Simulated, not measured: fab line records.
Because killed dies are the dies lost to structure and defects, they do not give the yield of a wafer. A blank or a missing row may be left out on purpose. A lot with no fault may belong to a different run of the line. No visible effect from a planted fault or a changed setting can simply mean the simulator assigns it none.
Chamber matching / flow nand harc / NHARC_A_STAIRCASE_ETCH_253 on rie diel-09 has 4 sister chambers
The step etches the open film in C4F8/O2, target depth 50 nm, time 20.2 s. 24 wafers are shown with their chamber, then 12 later ones without.

## WAFERS WITH THEIR CHAMBER
wafer=L074.1; chamber=2; rf vpp V (V)=901; oes product au (a.u.)=0.954
wafer=L074.3; chamber=1; rf vpp V (V)=898; oes product au (a.u.)=0.964
wafer=L074.6; chamber=1; rf vpp V (V)=898; oes product au (a.u.)=0.962
wafer=L078.2; chamber=3; rf vpp V (V)=892; oes product au (a.u.)=0.978
wafer=L078.3; chamber=1; rf vpp V (V)=899; oes product au (a.u.)=0.987
wafer=L078.5; chamber=0; rf vpp V (V)=904; oes product au (a.u.)=0.972
wafer=L080.1; chamber=2; rf vpp V (V)=901; oes product au (a.u.)=0.931
wafer=L080.4; chamber=3; rf vpp V (V)=890; oes product au (a.u.)=0.922
wafer=L080.6; chamber=0; rf vpp V (V)=904; oes product au (a.u.)=0.907
wafer=L081.2; chamber=3; rf vpp V (V)=890; oes product au (a.u.)=0.954
wafer=L081.4; chamber=1; rf vpp V (V)=897; oes product au (a.u.)=0.952
wafer=L081.6; chamber=2; rf vpp V (V)=901; oes product au (a.u.)=0.961
wafer=L082.3; chamber=0; rf vpp V (V)=905; oes product au (a.u.)=0.924
wafer=L082.4; chamber=2; rf vpp V (V)=902; oes product au (a.u.)=0.932
wafer=L082.6; chamber=3; rf vpp V (V)=891; oes product au (a.u.)=0.919
wafer=L084.2; chamber=2; rf vpp V (V)=900; oes product au (a.u.)=0.967
wafer=L084.4; chamber=1; rf vpp V (V)=896; oes product au (a.u.)=0.978
wafer=L084.5; chamber=3; rf vpp V (V)=889; oes product au (a.u.)=0.971
wafer=L086.2; chamber=0; rf vpp V (V)=904; oes product au (a.u.)=0.982
wafer=L086.3; chamber=2; rf vpp V (V)=901; oes product au (a.u.)=0.960
wafer=L086.6; chamber=2; rf vpp V (V)=899; oes product au (a.u.)=0.959
wafer=L093.3; chamber=0; rf vpp V (V)=903; oes product au (a.u.)=0.937
wafer=L093.4; chamber=2; rf vpp V (V)=899; oes product au (a.u.)=0.955
wafer=L093.6; chamber=0; rf vpp V (V)=904; oes product au (a.u.)=0.947

SIGNATURES (means of the wafers above)
reading=rf vpp V; chamber 0=904.00; chamber 1=897.60; chamber 2=900.50; chamber 3=890.40; scatter within a chamber=1.01
reading=oes product au; chamber 0=0.94483; chamber 1=0.96860; chamber 2=0.95237; chamber 3=0.94880; scatter within a chamber=0.0213
Rule: for each reading, subtract the chamber's mean from the wafer's reading, divide by that reading's scatter and square the result; add these up over the readings and take the root, which gives the wafer's distance from the chamber. If the next closest chamber is less than 2 further off than the closest, the wafer can't be placed; otherwise it belongs to the closest. The scatter: the root of (the sum of the squares of (reading less its chamber's mean) over the shown wafers, divided by (wafers less chambers)).

## WAFERS WHOSE CHAMBER IS MISSING
wafer=L092.4; rf vpp V (V)=903; oes product au (a.u.)=0.946
wafer=L092.5; rf vpp V (V)=904; oes product au (a.u.)=0.946
wafer=L092.6; rf vpp V (V)=897; oes product au (a.u.)=0.977
wafer=L094.1; rf vpp V (V)=889; oes product au (a.u.)=0.953
wafer=L094.2; rf vpp V (V)=902; oes product au (a.u.)=0.968
wafer=L094.4; rf vpp V (V)=900; oes product au (a.u.)=0.969
wafer=L096.2; rf vpp V (V)=897; oes product au (a.u.)=0.967
wafer=L096.4; rf vpp V (V)=901; oes product au (a.u.)=0.976
wafer=L096.5; rf vpp V (V)=890; oes product au (a.u.)=0.984
wafer=L097.2; rf vpp V (V)=904; oes product au (a.u.)=0.947
wafer=L097.4; rf vpp V (V)=899; oes product au (a.u.)=0.968
wafer=L097.5; rf vpp V (V)=899; oes product au (a.u.)=0.969

## EACH ONE'S CHAMBER
wafer=L092.4; from the rows above=can't be placed: 0 or 2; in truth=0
wafer=L092.5; from the rows above=0; in truth=0
wafer=L092.6; from the rows above=1; in truth=1
wafer=L094.1; from the rows above=3; in truth=3
wafer=L094.2; from the rows above=can't be placed: 2 or 0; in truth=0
wafer=L094.4; from the rows above=can't be placed: 2 or 1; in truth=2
wafer=L096.2; from the rows above=1; in truth=1
wafer=L096.4; from the rows above=2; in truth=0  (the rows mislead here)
wafer=L096.5; from the rows above=3; in truth=3
wafer=L097.2; from the rows above=0; in truth=0
wafer=L097.4; from the rows above=can't be placed: 1 or 2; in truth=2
wafer=L097.5; from the rows above=can't be placed: 1 or 2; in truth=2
Correctly placed: 6 of 12. Can't be placed from these rows: 5 (the true chamber is among the candidates in 5). Number placed wrongly: 1.
